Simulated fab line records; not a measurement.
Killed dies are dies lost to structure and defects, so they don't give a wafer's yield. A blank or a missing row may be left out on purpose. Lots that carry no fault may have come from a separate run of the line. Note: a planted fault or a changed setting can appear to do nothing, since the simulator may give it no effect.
fab line records | flow nand-harc
record: lots: 12 wafers: 36 last-day: 32
route steps=1302 shown P_GATE@148 P_CONTACT@232 END@1302
lots that met no fault: from a run of the same line without faults
start-h: hours from the record's first day to the start of the lot's first wafer shown | wait-h: hours from the lot's prior step to this one | " unchanged from the row above | L1.1+2: a single row standing in for several wafers | - no value, or no start was given | * or withheld: withheld | < > ~ a bound
route shown NAME@n: NAME is a module with steps in the file, n the number in the route of the first one | usual: mean/standard deviation of fault-free wafers | same: alike in all rows | chamber/n: place in a boat | sites: the reading at each site | _std_site: their standard deviation | _edge_site: the outer-site mean with the inner-site mean subtracted | radius-mm: how far each site lies from the wafer's centre | mask NAME#n: copy n | behind: the most recent tool/chamber to have shaped the wafer | hold: reason for holding the lot/hours on hold/outcome of the hold | device: transistor that didn't switch, given as n, p or np | end of line: tests run on the same wafers once the route is complete | a step given without rows: its recipe and nothing more | killed: dies that structure and defects cost at the first sort, which is not the same as the wafer's yield | map: shows each die of a wafer: x if killed, . if not, _ if none is there
set.NAME: the run value of the setting; set.NAME@STEP: its run value at that earlier step | model.NAME: the simulator's own value behind a step, which no gauge read
a sample of lots followed through the steps of the route, with each step as a table and each wafer as a row
services: the hour from which a tool's chamber was out of use, counted from the record's first day as start-h (under 0 if before that day), plus the number of hours and why
== steps ==
step: NHARC_P_GATE_ETCH_114
recipe: target-depth-a: 300 overetch-a: 30 time-s: 16.5 ion-energy-ev: 100 cf4-flow-sccm: 80 o2-flow-sccm: 20 ar-flow-sccm: 0 rf-w: 300 bias-w: 100 chemistry: CF4/O2
usual: drypump-motor-current-A: 5.8/0.48 oes_ar_750_au: 1.001/0.0042 oes-product-au: 1.005/0.015 rf-fwd-power-W: 293.4/1.3 rf-vpp-V: 198.0/1.6 showerhead-plenum-p-Torr: 1.34/0.065 throttle-valve-pct: 13.398/0.0088
columns lot.wafer tool chamber start-h wait-h drypump-motor-current-A oes_ar_750_au oes-product-au rf-fwd-power-W rf-hours-counter-h rf-vpp-V showerhead-plenum-p-Torr throttle-valve-pct
L802.3 rie-diel-01 2 96 - 5.9 1.001 0.994 291.8 3 196.7 1.30 13.402
L802.5 " 3 " " 5.8 1.002 1.040 293.9 - 196.5 1.26 13.404
L802.6 " 2 " " 5.8 1.005 0.988 292.3 - 196.7 1.30 13.387
L803.1 rie-diel-13 0 107 - 5.7 0.997 1.002 294.3 8 198.4 1.33 13.389
L803.5 " 2 " " 6.5 1.007 1.009 296.2 - 199.4 1.40 13.406
L803.6 " 3 " " 6.2 1.003 1.022 292.6 - 197.5 1.30 13.396
L804.1 rie-diel-07 2 116 - 5.7 0.999 0.994 291.5 9 195.6 1.25 13.414
L804.3 " 3 " " 5.6 0.996 0.995 293.7 9 196.2 1.31 13.404
L804.6 " 2 " " 5.6 0.997 1.001 292.5 - 194.7 1.25 13.392
L805.4 rie-diel-07 3 133 - 5.6 1.005 0.981 295.7 0 196.4 1.31 13.400
L805.2 " 0 " " 6.5 0.996 0.991 292.4 0 196.7 1.30 13.417
L805.6 " 2 " " 5.6 0.998 1.017 293.1 - 195.7 1.25 13.395
L809.4 rie-diel-01 0 170 - 6.2 1.008 1.017 293.8 10 199.8 1.41 13.405
L809.5 " 3 " " 5.9 0.997 1.025 291.1 - 195.6 1.26 13.395
L809.6 " 0 " " 6.2 1.005 1.015 294.5 - 199.6 1.41 13.418
L810.2 rie-diel-13 1 178 - 4.9 0.994 0.998 295.9 0 200.2 1.42 13.383
L810.4 " 3 " " 6.2 0.996 1.023 291.3 0 197.0 1.30 13.396
L810.6 " 0 " " 5.7 0.996 0.999 294.3 - 197.0 1.33 13.408
L811.4 rie-diel-07 0 195 - 6.5 1.001 0.986 291.8 3 196.2 1.30 13.404
L811.2 " 1 " " 5.0 1.000 0.993 292.8 3 198.6 1.41 13.399
L811.1 " 2 " " 5.7 1.003 1.010 290.7 2 196.5 1.25 13.394
L814.1 rie-diel-01 2 214 - 5.9 1.001 0.992 292.6 0 198.2 1.30 13.410
L814.6 " 2 " " 5.9 0.997 0.981 292.6 - 196.8 1.30 13.381
L814.5 " 3 " " 5.9 0.996 1.036 290.7 - 197.2 1.26 13.406
L815.4 rie-diel-01 0 222 - 6.2 0.999 1.005 294.3 0 198.4 1.41 13.395
L815.1 " 1 " " 5.2 1.004 1.027 293.8 0 199.5 1.43 13.401
L815.3 " 2 " " 5.9 0.995 1.004 292.0 0 197.0 1.30 13.405
L817.1 rie-diel-01 2 247 - 5.9 1.003 0.997 291.9 1 196.7 1.30 13.387
L817.3 " 3 " " 5.9 1.002 1.033 293.5 1 196.5 1.26 13.394
L817.2 " 1 " " 5.2 0.996 1.029 292.1 2 197.9 1.43 13.394
L819.1 rie-diel-01 3 273 - 5.9 0.996 1.016 292.9 2 196.8 1.26 13.379
L819.2 " 1 " " 5.2 1.003 1.021 292.9 3 199.2 1.43 13.391
L819.3 " 2 " " 5.9 0.997 0.999 293.6 2 195.2 1.30 13.411
L823.3 rie-diel-07 1 314 - 5.0 1.009 0.989 292.7 1 199.8 1.41 13.397
L823.2 " 2 " " 5.6 1.004 1.000 292.3 1 195.9 1.24 13.396
L823.6 " 1 " " 5.0 1.001 0.996 293.0 - 198.6 1.41 13.412
step: NHARC_P_GATE_STRIP_111
recipe: power-w: 1500 temp-c: 110 time-s: 250 chemistry: N2/H2
usual: drypump-motor-current-A: 5.8/0.61 heater-power-w: 84/5.4
columns lot.wafer tool chamber start-h wait-h drypump-motor-current-A heater-power-w rf-hours-counter-h
L802.3 plasma-asher-01 1 108.98 0.2 5.1 89 -
L802.6 " 1 " " 5.0 90 -
L802.5 " 0 " " 6.5 75 -
L803.1 plasma-asher-01 1 119.72 0.2 5.0 88 24
L803.5 " 0 " " 6.5 78 -
L803.6 " 1 " " 5.0 90 -
L804.1 plasma-asher-01 0 128.84 0.2 6.5 75 26
L804.3 " 0 " " 6.5 74 -
L804.6 " 0 " " 6.5 75 -
L805.2 plasma-asher-01 0 145.00 0.2 6.5 76 30
L805.4 " 1 " " 5.0 88 -
L805.6 " 1 " " 5.1 89 -
L809.4 plasma-asher-01 0 182.51 0.3 6.5 76 -
L809.5 " 1 " " 5.0 88 -
L809.6 " 0 " " 6.5 80 -
L810.2 plasma-asher-01 1 190.56 0.2 5.1 84 3
L810.4 " 1 " " 5.1 84 -
L810.6 " 0 " " 6.5 81 -
L811.2 plasma-asher-02 0 207.47 0.2 6.0 89 26
L811.1 " 1 " " 5.6 90 26
L811.4 " 0 " " 6.0 87 -
L814.1 plasma-asher-01 0 227.15 0.2 6.5 76 13
L814.6 " 0 " " 6.5 81 -
L814.5 " 1 " " 5.1 83 -
L815.1 plasma-asher-01 0 234.78 0.2 6.5 78 14
L815.3 " 1 " " 5.1 85 -
L815.4 " 0 " " 6.5 81 -
L817.2 plasma-asher-01 1 259.51 0.2 5.1 86 18
L817.1 " 0 " " 6.5 76 18
L817.3 " 1 " " 5.1 84 -
L819.2 plasma-asher-01 0 285.31 0.2 6.5 80 23
L819.1 " 1 " " 5.0 84 23
L819.3 " 0 " " 6.4 81 -
L823.2 plasma-asher-01 0 325.96 0.2 6.5 77 33
L823.3 " 0 " " 6.5 79 -
L823.6 " 0 " " 6.5 80 -
step: NHARC_P_GATE_STRIP_95
recipe: power-w: 1500 temp-c: 250 chemistry: O2
usual: drypump-motor-current-A: 5.8/0.57 heater-power-w: 319/20
columns lot.wafer tool chamber start-h wait-h drypump-motor-current-A heater-power-w rf-hours-counter-h
L802.3 plasma-asher-01 1 112.89 0.3 5.1 323 -
L802.5 " 0 " " 6.5 282 -
L802.6 " 1 " " 5.0 338 -
L803.1 plasma-asher-02 0 123.75 0.5 6.0 336 9
L803.6 " 1 " " 5.6 335 -
L803.5 " 0 " " 6.0 329 -
L804.1 plasma-asher-02 1 132.98 0.5 5.7 335 11
L804.3 " 0 " " 6.0 339 -
L804.6 " 1 " " 5.7 344 -
L805.2 plasma-asher-01 0 148.97 0.5 6.5 280 31
L805.4 " 0 " " 6.5 281 -
L805.6 " 0 " " 6.5 290 -
L809.4 plasma-asher-02 0 186.61 0.3 6.0 335 -
L809.5 " 1 " " 5.7 339 -
L809.6 " 0 " " 6.0 330 -
L810.2 plasma-asher-01 1 194.56 0.6 5.0 324 4
L810.4 " 0 " " 6.5 294 -
L810.6 " 1 " " 5.0 313 -
L811.2 plasma-asher-02 1 211.52 0.6 5.7 334 28
L811.1 " 0 " " 6.0 332 28
L811.4 " 1 " " 5.6 339 -
L814.1 plasma-asher-01 0 231.36 0.6 6.5 301 14
L814.6 " 0 " " 6.5 299 -
L814.5 " 1 " " 5.1 318 -
L815.1 plasma-asher-01 1 238.70 0.6 5.0 312 15
L815.4 " 1 " " 5.1 324 -
L815.3 " 0 " " 6.5 299 -
L817.2 plasma-asher-01 0 263.70 0.6 6.5 298 21
L817.1 " 1 " " 5.1 317 21
L817.3 " 1 " " 5.1 319 -
L819.2 plasma-asher-01 0 289.24 0.6 6.5 294 25
L819.1 " 1 " " 5.1 313 25
L819.3 " 0 " " 6.5 300 -
L823.2 plasma-asher-02 0 330.01 0.6 6.0 332 15
L823.3 " 0 " " 6.0 323 -
L823.6 " 1 " " 5.6 352 -
step: NHARC_P_GATE_INSPECT_68
usual: raw-defect-count: 186/78
columns lot.wafer tool chamber start-h wait-h raw-defect-count
L802.3 defect-inspect-02 - 114.69 0.1 187
L802.5 " - " " 122
L802.6 " - " " 119
L803.1 defect-inspect-02 - 125.57 0.2 171
L803.5 " - " " 164
L803.6 " - " " 126
L804.1 defect-inspect-01 - 134.79 0.2 240
L804.3 " - " " 262
L804.6 " - " " 199
L805.2 defect-inspect-01 - 150.80 0.1 96
L805.4 " - " " 99
L805.6 " - " " 91
L809.4 defect-inspect-01 - 188.40 0.1 172
L809.5 " - " " 260
L809.6 " - " " 442
L810.2 defect-inspect-01 - 196.50 0.1 138
L810.4 " - " " 154
L810.6 " - " " 194
L811.1 defect-inspect-02 - 213.33 0.2 187
L811.2 " - " " 125
L811.4 " - " " 164
L814.1 defect-inspect-01 - 233.17 0.2 418
L814.5 " - " " 263
L814.6 " - " " 196
L815.1 defect-inspect-02 - 240.54 0.2 386
L815.3 " - " " 275
L815.4 " - " " 165
L817.1 defect-inspect-02 - 265.52 0.2 587
L817.2 " - " " 656
L817.3 " - " " 695
L819.1 defect-inspect-02 - 291.08 0.2 672
L819.2 " - " " 694
L819.3 " - " " 843
L823.2 defect-inspect-01 - 331.84 0.1 178
L823.3 " - " " 151
L823.6 " - " " 158
step: NHARC_P_CONTACT_CD_MEAS_12
recipe: target-cd-nm: 90 landing-energy-ev: 500
usual: cd-nm: 90.6/0.7
same: landing-energy-ev: 500
columns lot.wafer tool chamber start-h wait-h cd-nm
L802.3 cd-sem-01 0 116.33 - 88.9
L802.5 " 0 " " 90.2
L802.6 " 0 " " 91.7
L803.1 cd-sem-03 0 127.17 - 90.1
L803.5 " 0 " " 90.4
L803.6 " 0 " " 90.4
L804.1 cd-sem-01 0 136.28 - 90.3
L804.3 " 0 " " 91.0
L804.6 " 0 " " 90.6
L805.2 cd-sem-01 0 152.29 - 91.5
L805.4 " 0 " " 90.4
L805.6 " 0 " " 90.7
L809.4 cd-sem-03 0 190.01 - 91.6
L809.5 " 0 " " 90.2
L809.6 " 0 " " 90.6
L810.2 cd-sem-01 0 197.99 - 91.3
L810.4 " 0 " " 91.3
L810.6 " 0 " " 91.0
L811.1 cd-sem-01 0 214.95 - 89.7
L811.2 " 0 " " 90.4
L811.4 " 0 " " 90.6
L814.1 cd-sem-01 0 234.89 - 91.0
L814.5 " 0 " " 89.9
L814.6 " 0 " " 91.2
L815.1 cd-sem-01 0 242.02 - 91.0
L815.3 " 0 " " 91.6
L815.4 " 0 " " 90.3
L817.1 cd-sem-03 0 267.12 - 91.7
L817.2 " 0 " " 91.4
L817.3 " 0 " " 90.4
L819.1 cd-sem-01 0 292.69 - 91.2
L819.2 " 0 " " 91.2
L819.3 " 0 " " 90.6
L823.2 cd-sem-01 0 333.33 - 89.3
L823.3 " 0 " " 90.2
L823.6 " 0 " " 89.2
step: NHARC_END_SORT_01
recipe: temp-c: 25
usual: killed-at-array: 52/19 killed-at-other: 1.0/1.2 killed-at-periphery: 4.1/2.8 killed-dies: 57/19 killed-open: 3.1/1.7 killed-short: 2.5/1.5
same: gross-dies: 677
columns lot.wafer tool chamber start-h wait-h killed-at-array killed-at-other killed-at-periphery killed-dies killed-open killed-short
L817.1 prober-02 0 693.70 2.5 24 0 55 79 4 2
L817.2 prober-02 0 694.49 2.8 59 1 82 142 6 2
L817.3 prober-02 0 695.29 3.1 46 1 59 106 5 4
L819.1 prober-02 0 718.40 2.5 51 7 60 118 2 2
L819.2 prober-02 0 719.20 2.8 38 2 91 131 6 4
L819.3 prober-02 0 720.01 3.1 48 4 55 107 5 2
killed by level:class
L817.1 P_GATE:unspecified=55 A_CHANNEL_HOLE_D2:chamber-film-flake=7 A_SLIT:chamber-film-flake=6 A_CONTACT:chamber-film-flake=3 A_CHANNEL_FILL_D1:geometric-particle:short=2 A_ONON_D1:geometric-particle:open=1 A_CHANNEL_FILL_D1:geometric-particle:open=1 A_BLC:geometric-particle:open=1
L817.2 P_GATE:unspecified=80 A_SLIT:chamber-film-flake=27 A_CHANNEL_HOLE_D2:chamber-film-flake=16 A_CHANNEL_HOLE_D1:chamber-film-flake=5 A_CHANNEL_FILL_D2:geometric-particle:open=3 A_CONTACT:chamber-film-flake=2 P_CONTACT:geometric-particle:short=1 A_ONON_D1:geometric-particle:short=1
L817.3 P_GATE:unspecified=57 A_CHANNEL_HOLE_D2:chamber-film-flake=19 A_SLIT:chamber-film-flake=13 A_CHANNEL_FILL_D1:geometric-particle:open=2 A_WL_FILL:chamber-film-flake=2 P_STI:geometric-particle:short=1 A_CHANNEL_FILL_D1:geometric-particle:short=1 A_ONON_D2:geometric-particle:short=1
L819.1 P_GATE:unspecified=59 A_CHANNEL_HOLE_D1:chamber-film-flake=38 THIN_TSV:chamber-film-flake=7 A_ZERO_WELL:chamber-film-flake=3 A_STAIRCASE:chamber-film-flake=3 A_CONTACT:chamber-film-flake=2 P_CONTACT:geometric-particle:open=1 A_ONON_D1:geometric-particle:short=1
L819.2 P_GATE:unspecified=88 A_CHANNEL_HOLE_D1:chamber-film-flake=19 A_CONTACT:chamber-film-flake=5 A_STAIRCASE:chamber-film-flake=3 P_CONTACT:geometric-particle:open=2 A_CHANNEL_FILL_D2:geometric-particle:open=2 A_SLIT:chamber-film-flake=2 THIN_TSV:chamber-film-flake=2
L819.3 P_GATE:unspecified=50 A_CHANNEL_HOLE_D1:chamber-film-flake=33 A_STAIRCASE:chamber-film-flake=5 A_CONTACT:chamber-film-flake=5 THIN_TSV:chamber-film-flake=3 P_CONTACT:geometric-particle:open=2 P_M2:chamber-film-flake=2 A_CHANNEL_HOLE_D1:geometric-particle:short=1
== services ==
columns tool chamber start-h hours kind
rie-diel-01 0 90.23 7.8 repair
rie-diel-07 - 117.20 9.0 pm
rie-diel-13 1 120.04 4.3 repair
rie-diel-13 0 125.28 4.0 repair
rie-diel-13 0 134.27 2.6 repair
rie-diel-13 - 165.00 9.0 pm
plasma-asher-01 - 165.26 9.0 pm
plasma-asher-01 0 165.26 9.0 vent-cycle
plasma-asher-01 1 165.26 9.0 vent-cycle
rie-diel-01 0 185.15 2.8 repair
rie-diel-07 0 189.96 4.2 repair
rie-diel-01 - 203.80 9.0 pm
rie-diel-13 2 220.15 34.9 repair
rie-diel-13 3 236.14 2.6 repair
rie-diel-07 - 239.29 0.7 repair
plasma-asher-02 - 249.00 9.0 pm
plasma-asher-01 - 269.19 1.2 repair
plasma-asher-02 - 282.25 1.0 repair
rie-diel-07 1 285.15 4.3 repair
rie-diel-13 2 290.62 6.3 repair
rie-diel-07 - 294.21 9.0 pm
rie-diel-01 2 294.55 8.8 repair
rie-diel-13 3 305.49 14.4 repair
rie-diel-01 - 307.05 0.8 repair
== key ==
first-sign: step: NHARC_P_GATE_INSPECT_68 reading: raw-defect-count direction: up sigmas: 6.5 usual: 186 struck: 691
effect: step: NHARC_END_SORT_01 reading: killed-at-periphery direction: up sigmas: 22 usual: 4.1 struck: 67
more-kills-born-at: NHARC_P_GATE_ETCH_114@rie-diel-01: 389
met-at NHARC_P_GATE_ETCH_114
struck-lots L817,L819
tester-left-out L817,L819
not-acting-at NHARC_P_GATE_STRIP_111,NHARC_P_GATE_STRIP_95,NHARC_P_CONTACT_CD_MEAS_12
onset-between 222 247
fault: kind: chamber-particle-source tool: rie-diel-01 chamber: - onset-h: 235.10 steps: NHARC_P_GATE_ETCH_114 rate-per-visit-cm2: 0.76192 end-h: 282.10
tester-left-out: of these lots the tester's yield and bins aren't shown, on N5 and GAA mostly nor the transistor test; their killed dies are dies lost to structure and defects alone, not to doping, threshold or leakage, so they don't give the yield
